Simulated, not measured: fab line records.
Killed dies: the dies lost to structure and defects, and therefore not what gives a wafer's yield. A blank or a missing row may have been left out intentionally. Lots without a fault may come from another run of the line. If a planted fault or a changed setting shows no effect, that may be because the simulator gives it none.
What tool caused it? :: flow n5-finfet :: 36 wafers from 12 lots sampled at 2 of the route's 1938 steps

== WHAT EACH GAUGE READ, for each wafer ==
N5_FIN_SAQP_OCD_MEAS_76.
lot: L075
measured: day 2 10:12
on: ocd-01
trench-depth-nm (nm): 118.4 119.7 123.4

lot: L077
measured: day 2 20:35
on: ocd-01
trench-depth-nm (nm): 119.5 117.4 119.6

lot: L079
measured: day 3 11:49
on: ocd-01
trench-depth-nm (nm): 118.5 124.6 119.7

lot: L081
measured: day 3 20:19
on: ocd-02
trench-depth-nm (nm): 119.1 118.9 118.9

lot: L083
measured: day 4 08:22
on: ocd-01
trench-depth-nm (nm): 121.4 121.5 121.1

lot: L085
measured: day 4 21:31
on: ocd-01
trench-depth-nm (nm): 119.7 121.6 120.2

lot: L087
measured: day 5 09:59
on: ocd-01
trench-depth-nm (nm): 122.1 117.0 117.2

lot: L089
measured: day 5 20:02
on: ocd-02
trench-depth-nm (nm): 120.8 120.5 122.9

lot: L091
measured: day 6 10:05
on: ocd-01
trench-depth-nm (nm): 117.9 120.7 122.5

lot: L093
measured: day 7 02:28
on: ocd-01
trench-depth-nm (nm): 119.7 121.9 121.9

lot: L095
measured: day 7 08:22
on: ocd-02
trench-depth-nm (nm): 117.3 120.1 118.6

lot: L097
measured: day 7 19:34
on: ocd-01
trench-depth-nm (nm): 117.8 119.1 121.1

== WHAT TOOL EACH LOT RAN ON (gives the tool, then ch and the chambers of the sampled wafers, and finally the start) ==
lot: L075
N5_FIN_SAQP_STRIP_70: rie-diel-03 ch 0,2, day 2 08:46

lot: L077
N5_FIN_SAQP_STRIP_70: rie-diel-06 ch 0,3, day 2 19:10

lot: L079
N5_FIN_SAQP_STRIP_70: rie-diel-01 ch 1,2,3, day 3 10:17

lot: L081
N5_FIN_SAQP_STRIP_70: rie-diel-01 ch 0,2, day 3 18:58

lot: L083
N5_FIN_SAQP_STRIP_70: rie-diel-01 ch 2,3, day 4 07:05

lot: L085
N5_FIN_SAQP_STRIP_70: rie-diel-03 ch 0,1, day 4 19:16

lot: L087
N5_FIN_SAQP_STRIP_70: rie-diel-03 ch 0,3, day 5 08:08

lot: L089
N5_FIN_SAQP_STRIP_70: rie-diel-01 ch 2,3, day 5 18:46

lot: L091
N5_FIN_SAQP_STRIP_70: rie-diel-03 ch 0,2,3, day 6 08:43

lot: L093
N5_FIN_SAQP_STRIP_70: rie-diel-03 ch 0,1, day 7 01:11

lot: L095
N5_FIN_SAQP_STRIP_70: rie-diel-06 ch 0,1,2, day 7 07:05

lot: L097
N5_FIN_SAQP_STRIP_70: rie-diel-03 ch 0,1,2, day 7 18:17
- N5_FIN_SAQP_STRIP_70: strips in N2/H2.

== THE ANSWER, worked out from the rows above alone ==
Rule: usual is defined by the lots themselves. The widest of any qualifying gaps counts: lots, ordered by their means at a reading, are off when they make up no more than a third of the lots, leave a main group of 4 or more, and stand apart from it by 3 or more times the standard deviation of that group's means. Not used: any main group whose means are identical at the precision the tables above print for the reading. A lot without any number at a reading at which 4 lots or more have one is off too. The other lots that the step has rows for count as sound.
Nothing can be told from this: no lot is off at any reading shown.

== WHAT HAD BEEN PUT IN BY THE SIMULATOR ==
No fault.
